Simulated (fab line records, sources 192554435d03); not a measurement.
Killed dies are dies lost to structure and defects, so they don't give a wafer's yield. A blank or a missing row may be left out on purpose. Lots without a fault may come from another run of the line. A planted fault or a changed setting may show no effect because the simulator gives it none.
Split-lot experiment | flow n5_finfet | 7 lots, 39 wafers read, on a route of 1938 steps

THE SPLIT
At N5_ZERO_LAYER_DEVELOP_10 (develop time 60 s), the setting develop_time_s was moved away from the recipe's 60 s on 15 of the 39 wafers read, by -40.9% to +48.4%. The other wafers ran this setting at the recipe's value.

FROM THE SPLIT TO THE READING: what the file shows between them, 1 step
- N5_ZERO_LAYER_HARDBAKE_23: time 120 s

THE READING
cd_nm, in nm, at N5_ZERO_LAYER_CD_MEAS_11 (target cd 2000 nm). Fault-free wafers of this fab line usually give 2001.2 nm, standard deviation 1.9 nm.

wafer  | tool, chamber at the split | develop_time_s as run, s | against the recipe | cd_nm, nm | against lot-mates on the recipe
L075.1 | litho_track-01, 0          | 60                       | recipe             | 1999.5    | -
L075.2 | litho_track-01, 0          | 35.45                    | -40.9%             | 1987.9    | -12.2
L075.3 | litho_track-01, 0          | 60                       | recipe             | 2000.9    | -
L075.4 | litho_track-01, 0          | 60                       | recipe             | 1999.8    | -
L075.5 | litho_track-01, 0          | 35.45                    | -40.9%             | 1989.8    | -10.3
L075.6 | litho_track-01, 0          | 35.45                    | -40.9%             | 1990.4    | -9.7
L078.1 | litho_track-03, 0          | 83.95                    | +39.9%             | 2006.8    | +6.3
L078.2 | litho_track-03, 0          | 60                       | recipe             | 2001.5    | -
L078.3 | litho_track-03, 0          | 83.95                    | +39.9%             | 2009.1    | +8.6
L078.4 | litho_track-03, 0          | 83.95                    | +39.9%             | 2006.2    | +5.7
L078.5 | litho_track-03, 0          | 60                       | recipe             | 1999.9    | -
L078.6 | litho_track-03, 0          | 60                       | recipe             | 2000.2    | -
L082.1 | litho_track-03, 0          | 79.73                    | +32.9%             | 2004.2    | +3.7
L082.2 | litho_track-03, 0          | 79.73                    | +32.9%             | 2004.8    | +4.3
L082.3 | litho_track-03, 0          | 60                       | recipe             | 2000.1    | -
L082.4 | litho_track-03, 0          | 79.73                    | +32.9%             | 2006.1    | +5.6
L082.5 | litho_track-03, 0          | 60                       | recipe             | 2000.3    | -
L082.6 | litho_track-03, 0          | 60                       | recipe             | 2001.2    | -
L085.1 | litho_track-04, 0          | 60                       | recipe             | 2002.1    | -
L085.2 | litho_track-04, 0          | 73.34                    | +22.2%             | 2007.5    | +6.1
L085.3 | litho_track-04, 0          | 73.34                    | +22.2%             | 2002.6    | +1.2
L085.4 | litho_track-04, 0          | 73.34                    | +22.2%             | 2004.7    | +3.3
L085.5 | litho_track-04, 0          | 60                       | recipe             | 2002.0    | -
L085.6 | litho_track-04, 0          | 60                       | recipe             | 2000.2    | -
L088.1 | litho_track-04, 0          | 60                       | recipe             | 2003.3    | -
L088.2 | litho_track-04, 0          | 60                       | recipe             | 2005.6    | -
L088.4 | litho_track-04, 0          | 60                       | recipe             | 2002.6    | -
L091.1 | litho_track-01, 0          | 89.03                    | +48.4%             | 2014.2    | +11.9
L091.2 | litho_track-01, 0          | 60                       | recipe             | 2002.1    | -
L091.3 | litho_track-01, 0          | 89.03                    | +48.4%             | 2012.5    | +10.2
L091.4 | litho_track-01, 0          | 60                       | recipe             | 2002.7    | -
L091.5 | litho_track-01, 0          | 60                       | recipe             | 2002.2    | -
L091.6 | litho_track-01, 0          | 89.03                    | +48.4%             | 2012.7    | +10.4
L097.1 | litho_track-03, 0          | 60                       | recipe             | 2001.1    | -
L097.2 | litho_track-03, 0          | 60                       | recipe             | 2004.3    | -
L097.3 | litho_track-03, 0          | 60                       | recipe             | 1999.2    | -
L097.4 | litho_track-03, 0          | 60                       | recipe             | 2000.2    | -
L097.5 | litho_track-03, 0          | 60                       | recipe             | 2000.2    | -
L097.6 | litho_track-03, 0          | 60                       | recipe             | 1999.1    | -

THE FIT
A straight line over all 39 wafers: cd_nm changes by +0.22 nm for each +1% of develop_time_s; r = +0.92; the points scatter about the line by 2.1 nm.
The same after taking each lot's own level away (the mean of its wafers on the recipe; 39 wafers): +0.21 nm for each +1%; r = +0.95; scatter 1.5 nm.
On that fit, the largest move of develop_time_s shifts the reading by 10 nm.
The lots' own levels span 2000.07 to 2003.83 nm, that is 2.0 times the standard deviation above.
So the lot-to-lot level changes the slope little: the two slopes agree.
Check: with one of the wafers moved furthest among these (+48.4%) left out of the fit, the line predicts +9.39 nm for it against its lot-mates. It came out at +11.9 nm against them.

THE WHOLE CHAIN: every reading that the file lists as answering this split, in the file's order
step                     | what it does             | reading                                                           | change (the file's fit)               | r (the file's)
N5_ZERO_LAYER_CD_MEAS_11 | target cd 2000 nm        | cd_nm                                                             | +0.203 nm for each +1% of the setting | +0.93
N5_ZERO_LAYER_DESCUM_16  | chemistry O2, time 7.9 s | ZERO_LAYER.cd_nm (the simulator's own value, which no gauge read) | +0.204 nm for each +1% of the setting | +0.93

THE FILE'S OWN FIT
cd_nm changes by +0.203 nm for each +1% of develop_time_s, r = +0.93.
